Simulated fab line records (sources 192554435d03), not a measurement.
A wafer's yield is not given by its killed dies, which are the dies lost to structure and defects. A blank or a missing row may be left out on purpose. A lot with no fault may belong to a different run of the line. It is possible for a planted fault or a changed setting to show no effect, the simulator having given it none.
Which tool was responsible? | flow n5_finfet | 22 lots, 66 wafers sampled, at 6 steps of a route of 1938

## WHAT THE GAUGES SHOWED, per wafer
The record lacks any reading of a measuring or inspecting step that a usual standard deviation could be used to judge.

## WHICH TOOL RAN EACH LOT (tool, then ch and the chambers of the sampled wafers, then the start)
lot  | N5_BEOL_M14_ETCH_59                | N5_BEOL_M14_STRIP_63                          | N5_BEOL_M15_ETCH_57                | N5_BEOL_M15_DEGAS_41         | N5_BEOL_M15_CMP_49            | N5_MIM_BOT_SPUTTER_00
L074 | rie_diel-01 ch 0,2,3, day 12 01:20 | rie_diel-01 ch 0,2,3, day 12 07:18 or earlier | rie_diel-06 ch 1,2,3, day 12 07:18 | pvd_sputter-01, day 12 12:19 | cmp-04 ch 0,2,3, day 12 13:22 | pvd_sputter-01, day 12 17:02
L075 | rie_diel-01 ch 1,3, day 12 03:52   | rie_diel-01 ch 1,3, day 12 08:26 or earlier   | rie_diel-06 ch 0,3, day 12 08:26   | pvd_sputter-02, day 12 12:46 | cmp-02 ch 1,2,3, day 12 13:42 | pvd_sputter-01, day 12 17:09
L078 | rie_diel-05 ch 0,2,3, day 14 06:00 | rie_diel-05 ch 0,2,3, day 14 11:36 or earlier | rie_diel-06 ch 1,2,3, day 14 11:36 | pvd_sputter-01, day 14 14:14 | cmp-02 ch 0,2, day 14 15:08   | pvd_sputter-03, day 14 17:49
L077 | rie_diel-03 ch 2,3, day 14 10:30   | rie_diel-03 ch 2,3, day 14 17:02 or earlier   | rie_diel-04 ch 1,2,3, day 14 17:02 | pvd_sputter-02, day 14 18:40 | cmp-02 ch 0,1, day 14 19:36   | pvd_sputter-01, day 14 21:15
L080 | rie_diel-05 ch 1,2,3, day 15 09:29 | rie_diel-05 ch 1,2,3, day 15 14:49 or earlier | rie_diel-04 ch 0,2, day 15 14:49   | pvd_sputter-01, day 15 20:41 | cmp-01 ch 2,3, day 15 21:51   | pvd_sputter-02, day 15 23:45
L079 | rie_diel-01 ch 0,2, day 15 09:55   | rie_diel-01 ch 0,2, day 15 14:58 or earlier   | rie_diel-02 ch 1,3, day 15 14:58   | pvd_sputter-02, day 15 21:20 | cmp-02 ch 1,2, day 15 22:14   | pvd_sputter-02, day 16 00:50
L081 | rie_diel-03 ch 0,1,3, day 15 22:25 | rie_diel-03 ch 0,1,3, day 16 04:13 or earlier | rie_diel-02 ch 0,1, day 16 04:13   | pvd_sputter-01, day 16 06:45 | cmp-01 ch 0,2,3, day 16 08:30 | pvd_sputter-03, day 16 10:13
L083 | rie_diel-01 ch 1,2,3, day 16 09:32 | rie_diel-01 ch 1,2,3, day 16 17:45 or earlier | rie_diel-04 ch 0,1, day 16 17:45   | pvd_sputter-01, day 16 20:46 | cmp-02 ch 1,2, day 16 22:05   | pvd_sputter-03, day 17 00:51
L085 | rie_diel-05 ch 0,1, day 16 18:50   | rie_diel-05 ch 0,1, day 17 00:37 or earlier   | rie_diel-06 ch 1,3, day 17 00:37   | pvd_sputter-02, day 17 04:40 | cmp-04 ch 2,3, day 17 05:35   | pvd_sputter-02, day 17 08:25
L087 | rie_diel-01 ch 0,1,2, day 16 23:28 | rie_diel-01 ch 0,1,2, day 17 04:33 or earlier | rie_diel-04 ch 1,3, day 17 04:33   | pvd_sputter-02, day 17 08:30 | cmp-01 ch 0,1, day 17 09:23   | pvd_sputter-03, day 17 15:41
L086 | rie_diel-05 ch 1,3, day 17 00:02   | rie_diel-05 ch 1,3, day 17 07:38 or earlier   | rie_diel-02 ch 1,3, day 17 07:38   | pvd_sputter-01, day 17 10:28 | cmp-02 ch 2,3, day 17 11:22   | pvd_sputter-03, day 17 16:19
L089 | rie_diel-03 ch 0,3, day 17 03:17   | rie_diel-03 ch 0,3, day 17 09:07 or earlier   | rie_diel-02 ch 0,1,3, day 17 09:07 | pvd_sputter-01, day 17 15:28 | cmp-01 ch 0,1,2, day 17 16:23 | pvd_sputter-03, day 17 19:44
L076 | rie_diel-01 ch 0,2,3, day 17 04:52 | rie_diel-01 ch 0,2,3, day 17 13:24 or earlier | rie_diel-02 ch 0,1,2, day 17 13:24 | pvd_sputter-01, day 17 16:23 | cmp-04 ch 0,1,3, day 17 17:29 | pvd_sputter-01, day 17 20:08
L090 | rie_diel-03 ch 0,1,2, day 17 12:25 | rie_diel-03 ch 0,1,2, day 17 20:23 or earlier | rie_diel-04 ch 0,1,3, day 17 20:23 | pvd_sputter-01, day 18 00:02 | cmp-02 ch 0,2,3, day 18 01:15 | pvd_sputter-01, day 18 03:23
L091 | rie_diel-01 ch 0,1, day 18 06:59   | rie_diel-01 ch 0,1, day 18 13:20 or earlier   | rie_diel-06 ch 2,3, day 18 13:20   | pvd_sputter-02, day 18 17:15 | cmp-02 ch 1,2,3, day 18 18:16 | pvd_sputter-03, day 18 20:08
L088 | rie_diel-05 ch 0,1,2, day 18 09:36 | rie_diel-05 ch 0,1,2, day 18 19:16 or earlier | rie_diel-04 ch 0,2, day 18 19:16   | pvd_sputter-03, day 19 01:18 | cmp-02 ch 1,2,3, day 19 02:17 | pvd_sputter-01, day 19 05:21
L092 | rie_diel-05 ch 0,2,3, day 18 12:28 | rie_diel-05 ch 0,2,3, day 18 20:04 or earlier | rie_diel-02 ch 0,1,2, day 18 20:04 | pvd_sputter-03, day 19 07:08 | cmp-01 ch 0,2,3, day 19 08:34 | pvd_sputter-03, day 19 11:14
L095 | rie_diel-05 ch 2,3, day 18 13:11   | rie_diel-05 ch 2,3, day 18 20:44 or earlier   | rie_diel-06 ch 0,1,3, day 18 20:44 | pvd_sputter-02, day 19 07:32 | cmp-01 ch 0,3, day 19 08:58   | pvd_sputter-03, day 19 13:36
L093 | rie_diel-01 ch 1,3, day 18 19:51   | rie_diel-01 ch 1,3, day 19 03:19 or earlier   | rie_diel-02 ch 2,3, day 19 03:19   | pvd_sputter-02, day 19 07:08 | cmp-02 ch 0,1, day 19 08:22   | pvd_sputter-03, day 19 10:32
L096 | rie_diel-03 ch 2,3, day 18 22:20   | rie_diel-03 ch 2,3, day 19 03:41 or earlier   | rie_diel-06 ch 0,2, day 19 03:41   | pvd_sputter-03, day 19 07:35 | cmp-02 ch 0,3, day 19 09:08   | pvd_sputter-03, day 19 13:43
L094 | rie_diel-01 ch 1,2, day 18 22:55   | rie_diel-01 ch 1,2, day 19 08:01 or earlier   | rie_diel-02 ch 1,2,3, day 19 08:01 | pvd_sputter-03, day 19 10:37 | cmp-01 ch 1,2,3, day 19 11:31 | pvd_sputter-03, day 19 14:17
L097 | rie_diel-01 ch 0,1,2, day 19 03:38 | rie_diel-01 ch 0,1,2, day 19 10:36 or earlier | rie_diel-04 ch 2,3, day 19 10:36   | pvd_sputter-02, day 19 14:22 | cmp-02 ch 0,1, day 19 15:29   | pvd_sputter-01, day 19 17:16
- N5_BEOL_M14_ETCH_59: etches BARC in N2/H2, target depth 89 nm, overetch 26.7 nm, time 67.9 s.
- N5_BEOL_M14_STRIP_63: strips in O2.
- N5_BEOL_M15_ETCH_57: etches SOC in N2/H2, time 750 s.
- N5_BEOL_M15_DEGAS_41: time 60 s.
- N5_BEOL_M15_CMP_49: polishes, stops on SiO2, t overpolish 4.9 s, target thk 850 nm.
- N5_MIM_BOT_SPUTTER_00: material TiN, target thk 35 nm, time 89.7 s.

## WHAT THE TOOLS THEMSELVES READ (means of the sampled wafers that have a number; where no wafer has one, the mark that the record gives instead)
N5_BEOL_M14_ETCH_59. Usual: for bias_w, 150.0 W with a standard deviation of 0.44; for drypump_motor_current_A, 5.9 A with a standard deviation of 0.48; for oes_product_au, 0.68 a.u. with a standard deviation of 0.063; for rf_fwd_power_W, 832 W with a standard deviation of 3; for rf_vpp_V, 522.4 V with a standard deviation of 2.7; for showerhead_plenum_p_Torr, 2.49 Torr with a standard deviation of 0.094; for throttle_valve_pct, 17.82 % with a standard deviation of 0.19.
lot  | tool        | bias_w (W) | drypump_motor_current_A (A) | oes_product_au (a.u.) | rf_fwd_power_W (W) | rf_vpp_V (V) | showerhead_plenum_p_Torr (Torr) | throttle_valve_pct (%) | flag
L074 | rie_diel-01 | 149.9      | 5.6                         | 0.62                  | 830                | 520.4        | 2.45                            | 17.85                  |
L075 | rie_diel-01 | 149.7      | 6.0                         | 0.66                  | 833                | 520.8        | 2.43                            | 17.65                  |
L078 | rie_diel-05 | 149.8      | 5.5                         | 0.67                  | 832                | 523.9        | 2.55                            | 17.77                  |
L077 | rie_diel-03 | 150.1      | 6.3                         | 0.71                  | 835                | 524.3        | 2.57                            | 17.99                  |
L080 | rie_diel-05 | 149.9      | 5.8                         | 0.69                  | 831                | 523.7        | 2.51                            | 17.73                  |
L079 | rie_diel-01 | 149.7      | 5.7                         | 0.78                  | 832                | 523.6        | 2.54                            | 17.80                  |
L081 | rie_diel-03 | 150.2      | 6.0                         | 0.71                  | 831                | 523.2        | 2.54                            | 17.96                  |
L083 | rie_diel-01 | 150.1      | 5.6                         | 0.69                  | 834                | 521.2        | 2.45                            | 17.70                  |
L085 | rie_diel-05 | 150.1      | 5.9                         | 0.70                  | 830                | 522.8        | 2.48                            | 17.72                  |
L087 | rie_diel-01 | 150.0      | 6.0                         | 0.68                  | 830                | 522.9        | 2.49                            | 17.83                  |
L086 | rie_diel-05 | 149.9      | 5.8                         | 0.71                  | 833                | 521.2        | 2.46                            | 17.55                  |
L089 | rie_diel-03 | 149.8      | 5.7                         | 0.72                  | 831                | 524.0        | 2.55                            | 18.10                  |
L076 | rie_diel-01 | 150.1      | 5.6                         | 0.67                  | 829                | 520.6        | 2.43                            | 17.80                  |
L090 | rie_diel-03 | 150.1      | 6.4                         | 0.66                  | 834                | 523.1        | 2.52                            | 17.97                  |
L091 | rie_diel-01 | 150.7      | 6.3                         | 0.62                  | 829                | 520.9        | 2.42                            | 17.92                  |
L088 | rie_diel-05 | 149.8      | 5.7                         | 0.71                  | 831                | 523.8        | 2.54                            | 17.76                  |
L092 | rie_diel-05 | 150.0      | 5.5                         | 0.71                  | 834                | 523.7        | 2.54                            | 17.70                  |
L095 | rie_diel-05 | 150.5      | 5.6                         | 0.75                  | 831                | 524.3        | 2.56                            | 17.65                  |
L093 | rie_diel-01 | 150.0      | 6.0                         | 0.63                  | 833                | 519.7        | 2.40                            | 17.74                  |
L096 | rie_diel-03 | 149.9      | 6.4                         | 0.68                  | 835                | 524.4        | 2.56                            | 18.06                  |
L094 | rie_diel-01 | 149.5      | 5.8                         | 0.72                  | 832                | 523.7        | 2.55                            | 17.77                  |
L097 | rie_diel-01 | 150.2      | 6.0                         | 0.67                  | 830                | 522.2        | 2.48                            | 17.86                  |

N5_BEOL_M14_STRIP_63. Usual: drypump_motor_current_A 5.9 A, standard deviation 0.48; oes_product_au 0.80 a.u., standard deviation 0.078; rf_vpp_V 3.6 V, standard deviation 0.84; showerhead_plenum_p_Torr 2.05 Torr, standard deviation 0.073; throttle_valve_pct 16.63 %, standard deviation 0.2.
lot  | tool        | drypump_motor_current_A (A) | oes_product_au (a.u.) | rf_vpp_V (V) | showerhead_plenum_p_Torr (Torr) | throttle_valve_pct (%) | flag
L074 | rie_diel-01 | 5.6                         | 0.72                  | 3.3          | 2.02                            | 16.75                  |
L075 | rie_diel-01 | 6.0                         | 0.78                  | 4.8          | 2.00                            | 16.44                  |
L078 | rie_diel-05 | 5.5                         | 0.80                  | 4.5          | 2.11                            | 16.58                  |
L077 | rie_diel-03 | 6.4                         | 0.84                  | 4.3          | 2.12                            | 16.80                  |
L080 | rie_diel-05 | 5.8                         | 0.80                  | 2.8          | 2.08                            | 16.61                  |
L079 | rie_diel-01 | 5.7                         | 0.93                  | 3.6          | 2.09                            | 16.59                  |
L081 | rie_diel-03 | 6.0                         | 0.83                  | 3.6          | 2.09                            | 16.68                  |
L083 | rie_diel-01 | 5.6                         | 0.82                  | 3.8          | 2.02                            | 16.51                  |
L085 | rie_diel-05 | 5.9                         | 0.82                  | 3.8          | 2.05                            | 16.54                  |
L087 | rie_diel-01 | 6.0                         | 0.82                  | 3.8          | 2.05                            | 16.61                  |
L086 | rie_diel-05 | 5.7                         | 0.82                  | 4.7          | 2.04                            | 16.45                  |
L089 | rie_diel-03 | 5.7                         | 0.85                  | 3.7          | 2.09                            | 16.80                  |
L076 | rie_diel-01 | 5.6                         | 0.78                  | 3.8          | 2.01                            | 16.70                  |
L090 | rie_diel-03 | 6.4                         | 0.77                  | 2.2          | 2.07                            | 16.70                  |
L091 | rie_diel-01 | 6.3                         | 0.73                  | 3.3          | 2.00                            | 16.78                  |
L088 | rie_diel-05 | 5.7                         | 0.84                  | 2.9          | 2.09                            | 16.57                  |
L092 | rie_diel-05 | 5.5                         | 0.83                  | 3.5          | 2.09                            | 16.51                  |
L095 | rie_diel-05 | 5.6                         | 0.87                  | 4.1          | 2.12                            | 16.48                  |
L093 | rie_diel-01 | 6.0                         | 0.73                  | 3.4          | 1.98                            | 16.53                  |
L096 | rie_diel-03 | 6.3                         | 0.79                  | 3.2          | 2.11                            | 16.89                  |
L094 | rie_diel-01 | 5.7                         | 0.85                  | 3.8          | 2.09                            | 16.50                  |
L097 | rie_diel-01 | 6.1                         | 0.78                  | 3.4          | 2.04                            | 16.65                  |

N5_BEOL_M15_ETCH_57. Usual: for bias_w, 350.1 W with a standard deviation of 1.1; for drypump_motor_current_A, 5.6 A with a standard deviation of 0.35; for oes_product_au, 0.83 a.u. with a standard deviation of 0.11; for rf_fwd_power_W, 2999 W with a standard deviation of 9.2; for rf_vpp_V, 523.4 V with a standard deviation of 2.7; for showerhead_plenum_p_Torr, 2.53 Torr with a standard deviation of 0.094; for throttle_valve_pct, 17.71 % with a standard deviation of 0.24.
lot  | tool        | bias_w (W) | drypump_motor_current_A (A) | oes_product_au (a.u.) | rf_fwd_power_W (W) | rf_vpp_V (V) | showerhead_plenum_p_Torr (Torr) | throttle_valve_pct (%) | flag
L074 | rie_diel-06 | 350.6      | 5.4                         | 0.71                  | 2998               | 521.4        | 2.48                            | 17.89                  |
L075 | rie_diel-06 | 350.1      | 5.2                         | 0.76                  | 2998               | 521.1        | 2.44                            | 17.90                  |
L078 | rie_diel-06 | 350.4      | 5.4                         | 0.69                  | 3000               | 521.8        | 2.47                            | 17.91                  |
L077 | rie_diel-04 | 349.7      | 5.8                         | 0.86                  | 3003               | 524.9        | 2.62                            | 17.79                  |
L080 | rie_diel-04 | 349.8      | 5.4                         | 0.74                  | 3011               | 524.3        | 2.59                            | 17.93                  |
L079 | rie_diel-02 | 350.3      | 5.8                         | 0.70                  | 2997               | 522.8        | 2.47                            | 17.96                  |
L081 | rie_diel-02 | 349.7      | 5.8                         | 0.76                  | 2994               | 521.8        | 2.47                            | 17.62                  |
L083 | rie_diel-04 | 350.4      | 6.0                         | 0.85                  | 2997               | 524.1        | 2.56                            | 17.64                  |
L085 | rie_diel-06 | 350.4      | 5.4                         | 0.78                  | 2998               | 523.2        | 2.51                            | 17.84                  |
L087 | rie_diel-04 | 349.9      | 6.1                         | 0.89                  | 2995               | 526.0        | 2.64                            | 17.69                  |
L086 | rie_diel-02 | 350.8      | 5.8                         | 0.91                  | 2999               | 521.3        | 2.47                            | 17.70                  |
L089 | rie_diel-02 | 350.2      | 5.7                         | 0.86                  | 2996               | 522.8        | 2.49                            | 17.68                  |
L076 | rie_diel-02 | 351.1      | 5.7                         | 0.84                  | 2993               | 522.6        | 2.49                            | 17.55                  |
L090 | rie_diel-04 | 349.7      | 5.9                         | 0.87                  | 3008               | 524.0        | 2.55                            | 17.66                  |
L091 | rie_diel-06 | 350.3      | 5.3                         | 0.76                  | 3003               | 522.6        | 2.47                            | 17.98                  |
L088 | rie_diel-04 | 349.7      | 5.4                         | 0.71                  | 3001               | 523.7        | 2.58                            | 17.98                  |
L092 | rie_diel-02 | 350.2      | 5.6                         | 0.82                  | 2989               | 521.9        | 2.49                            | 17.58                  |
L095 | rie_diel-06 | 350.3      | 5.3                         | 0.79                  | 3009               | 523.7        | 2.52                            | 17.68                  |
L093 | rie_diel-02 | 350.3      | 5.6                         | 0.95                  | 3001               | 523.2        | 2.49                            | 17.64                  |
L096 | rie_diel-06 | 350.2      | 5.1                         | 0.86                  | 3002               | 523.7        | 2.56                            | 17.62                  |
L094 | rie_diel-02 | 350.7      | 5.8                         | 0.85                  | 3001               | 521.6        | 2.46                            | 17.61                  |
L097 | rie_diel-04 | 350.8      | 5.5                         | 0.81                  | 2991               | 523.6        | 2.53                            | 17.82                  |

N5_BEOL_M15_DEGAS_41. Usual: heater_power_w 452 W, standard deviation 34.
lot  | tool           | heater_power_w (W) | flag
L074 | pvd_sputter-01 | 453                |
L075 | pvd_sputter-02 | 439                |
L078 | pvd_sputter-01 | 489                |
L077 | pvd_sputter-02 | 450                |
L080 | pvd_sputter-01 | 450                |
L079 | pvd_sputter-02 | 449                |
L081 | pvd_sputter-01 | 479                |
L083 | pvd_sputter-01 | 464                |
L085 | pvd_sputter-02 | 443                |
L087 | pvd_sputter-02 | 436                |
L086 | pvd_sputter-01 | 479                |
L089 | pvd_sputter-01 | 467                |
L076 | pvd_sputter-01 | 458                |
L090 | pvd_sputter-01 | 486                |
L091 | pvd_sputter-02 | 444                |
L088 | pvd_sputter-03 | 487                |
L092 | pvd_sputter-03 | 455                |
L095 | pvd_sputter-02 | 442                |
L093 | pvd_sputter-02 | 455                |
L096 | pvd_sputter-03 | 451                |
L094 | pvd_sputter-03 | 455                |
L097 | pvd_sputter-02 | 431                |

N5_BEOL_M15_CMP_49. Usual: barrier_field_endpoint_s 11.34 s, standard deviation 0.29; clearing_platen_down_force_psi 2.000 psi, standard deviation 0.0039; motor_current_A 8.2 A, standard deviation 0.5; overpolish_run_s 4.900 s, standard deviation 0.0097.
lot  | tool   | barrier_field_endpoint_s (s) | clearing_platen_down_force_psi (psi) | motor_current_A (A) | overpolish_run_s (s) | flag
L074 | cmp-04 | 11.53                        | 2.000                                | 8.0                 | 4.900                |
L075 | cmp-02 | 11.39                        | 2.004                                | 8.5                 | 4.891                |
L078 | cmp-02 | 11.23                        | 1.999                                | 8.3                 | 4.902                |
L077 | cmp-02 | 11.00                        | 1.997                                | 7.5                 | 4.888                |
L080 | cmp-01 | 11.81                        | 1.998                                | 8.1                 | 4.904                |
L079 | cmp-02 | 11.27                        | 1.997                                | 8.6                 | 4.896                |
L081 | cmp-01 | 11.45                        | 2.001                                | 8.3                 | 4.890                |
L083 | cmp-02 | 11.59                        | 1.999                                | 8.9                 | 4.899                |
L085 | cmp-04 | 11.31                        | 1.998                                | 7.8                 | 4.898                |
L087 | cmp-01 | 11.36                        | 1.996                                | 8.0                 | 4.908                |
L086 | cmp-02 | 11.51                        | 2.000                                | 9.0                 | 4.892                |
L089 | cmp-01 | 11.01                        | 2.001                                | 8.2                 | 4.897                |
L076 | cmp-04 | 11.58                        | 1.997                                | 8.2                 | 4.898                |
L090 | cmp-02 | 11.68                        | 1.995                                | 8.5                 | 4.904                |
L091 | cmp-02 | 11.53                        | 1.999                                | 8.6                 | 4.901                |
L088 | cmp-02 | 11.21                        | 2.003                                | 8.2                 | 4.905                |
L092 | cmp-01 | 11.41                        | 2.001                                | 8.2                 | 4.901                |
L095 | cmp-01 | 11.26                        | 2.001                                | 7.9                 | 4.896                |
L093 | cmp-02 | 11.05                        | 2.005                                | 7.7                 | 4.900                |
L096 | cmp-02 | 11.46                        | 1.999                                | 8.3                 | 4.903                |
L094 | cmp-01 | 11.11                        | 2.001                                | 8.0                 | 4.902                |
L097 | cmp-02 | 10.93                        | 1.999                                | 7.9                 | 4.901                |

N5_MIM_BOT_SPUTTER_00. Usual: substrate_temp_c 200.00 C, standard deviation 0.15; throttle_valve_pct 30.2 %, standard deviation 0.73.
lot  | tool           | substrate_temp_c (C) | throttle_valve_pct (%) | flag
L074 | pvd_sputter-01 | 200.06               | 29.7                   |
L075 | pvd_sputter-01 | 200.02               | 30.5                   |
L078 | pvd_sputter-03 | 200.25               | 30.2                   |
L077 | pvd_sputter-01 | 200.02               | 30.5                   |
L080 | pvd_sputter-02 | 200.04               | 30.4                   |
L079 | pvd_sputter-02 | 199.96               | 30.1                   |
L081 | pvd_sputter-03 | 200.14               | 29.8                   |
L083 | pvd_sputter-03 | 200.03               | 29.9                   |
L085 | pvd_sputter-02 | 199.95               | 29.5                   |
L087 | pvd_sputter-03 | 200.10               | 30.4                   |
L086 | pvd_sputter-03 | 200.10               | 30.7                   |
L089 | pvd_sputter-03 | 200.07               | 30.2                   |
L076 | pvd_sputter-01 | 199.95               | 31.0                   |
L090 | pvd_sputter-01 | 200.00               | 29.9                   |
L091 | pvd_sputter-03 | 200.19               | 29.7                   |
L088 | pvd_sputter-01 | 200.08               | 29.9                   |
L092 | pvd_sputter-03 | 199.90               | 30.2                   |
L095 | pvd_sputter-03 | 199.80               | 30.3                   |
L093 | pvd_sputter-03 | 199.94               | 30.0                   |
L096 | pvd_sputter-03 | 199.95               | 30.7                   |
L094 | pvd_sputter-03 | 200.01               | 30.1                   |
L097 | pvd_sputter-01 | 199.94               | 30.0                   |

## THE ANSWER, worked out from the rows above alone
Rule: take the mean of a lot's wafers that have a number; if it is more than 3 standard deviations from the usual mean, the lot is off. Also off: a lot with no number at a reading for which 4 or more lots have one. All remaining lots with rows at the step are treated as sound. Order of review: gauges by route order, followed by the tools' own readings, for which a lot's mean as printed above is used. At the first step where some lot is off, the reading lying furthest off is the one used; lots without a number count as furthest.
Nothing can be told from this: no lot is off at any reading shown.

## WHAT THE SIMULATOR HAD PUT IN
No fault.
